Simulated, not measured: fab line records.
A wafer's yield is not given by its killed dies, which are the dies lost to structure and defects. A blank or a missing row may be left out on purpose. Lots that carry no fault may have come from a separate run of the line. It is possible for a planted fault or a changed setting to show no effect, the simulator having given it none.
Chamber matching || flow n5-finfet || rie-diel-04 running N5_BEOL_M2_STRIP_36: 4 sister chambers
The step strips in N2/H2. 4 wafers are shown with their chamber, then 9 later ones without.

## EACH WAFER AND ITS CHAMBER
{"wafer": "L085.1", "chamber": 0, "drypump-motor-current-A (A)": 6.0}
{"wafer": "L085.4", "chamber": 3, "drypump-motor-current-A (A)": 5.0}
{"wafer": "L089.4", "chamber": 1, "drypump-motor-current-A (A)": 5.6}
{"wafer": "L089.6", "chamber": 2, "drypump-motor-current-A (A)": 5.7}

## WAFERS MISSING THEIR CHAMBER
{"wafer": "L092.2", "drypump-motor-current-A (A)": 5.7}
{"wafer": "L092.4", "drypump-motor-current-A (A)": 6.0}
{"wafer": "L092.6", "drypump-motor-current-A (A)": 5.7}
{"wafer": "L095.1", "drypump-motor-current-A (A)": 5.7}
{"wafer": "L095.2", "drypump-motor-current-A (A)": 6.0}
{"wafer": "L095.5", "drypump-motor-current-A (A)": 5.6}
{"wafer": "L096.2", "drypump-motor-current-A (A)": 5.7}
{"wafer": "L096.4", "drypump-motor-current-A (A)": 6.1}
{"wafer": "L096.6", "drypump-motor-current-A (A)": 5.1}

## CHAMBER TAKEN BY EACH
{"wafer": "L092.2", "from the rows above": 2, "in truth": 2}
{"wafer": "L092.4", "from the rows above": 0, "in truth": 0}
{"wafer": "L092.6", "from the rows above": 2, "in truth": 2}
{"wafer": "L095.1", "from the rows above": 2, "in truth": 2}
{"wafer": "L095.2", "from the rows above": 0, "in truth": 0}
{"wafer": "L095.5", "from the rows above": 1, "in truth": 1}
{"wafer": "L096.2", "from the rows above": 2, "in truth": 2}
{"wafer": "L096.4", "from the rows above": 0, "in truth": 0}
{"wafer": "L096.6", "from the rows above": 3, "in truth": 3}
Placed correctly: 9 of 9. Not placeable from these rows: 0. Wrongly placed: 0.
How it was worked out, from the rows above alone: a wafer's distance from a chamber is the root of the sum, over the readings, of the square of ((its reading less the chamber's mean) divided by the reading's scatter). The wafer belongs to the nearest chamber; if the next one is less than 2 further off, it can't be placed. For every chamber, the mean is computed from those of its wafers that are shown. The scatter: root of mean squared gap, hidden wafer to nearest shown wafer, with one shown wafer a chamber.
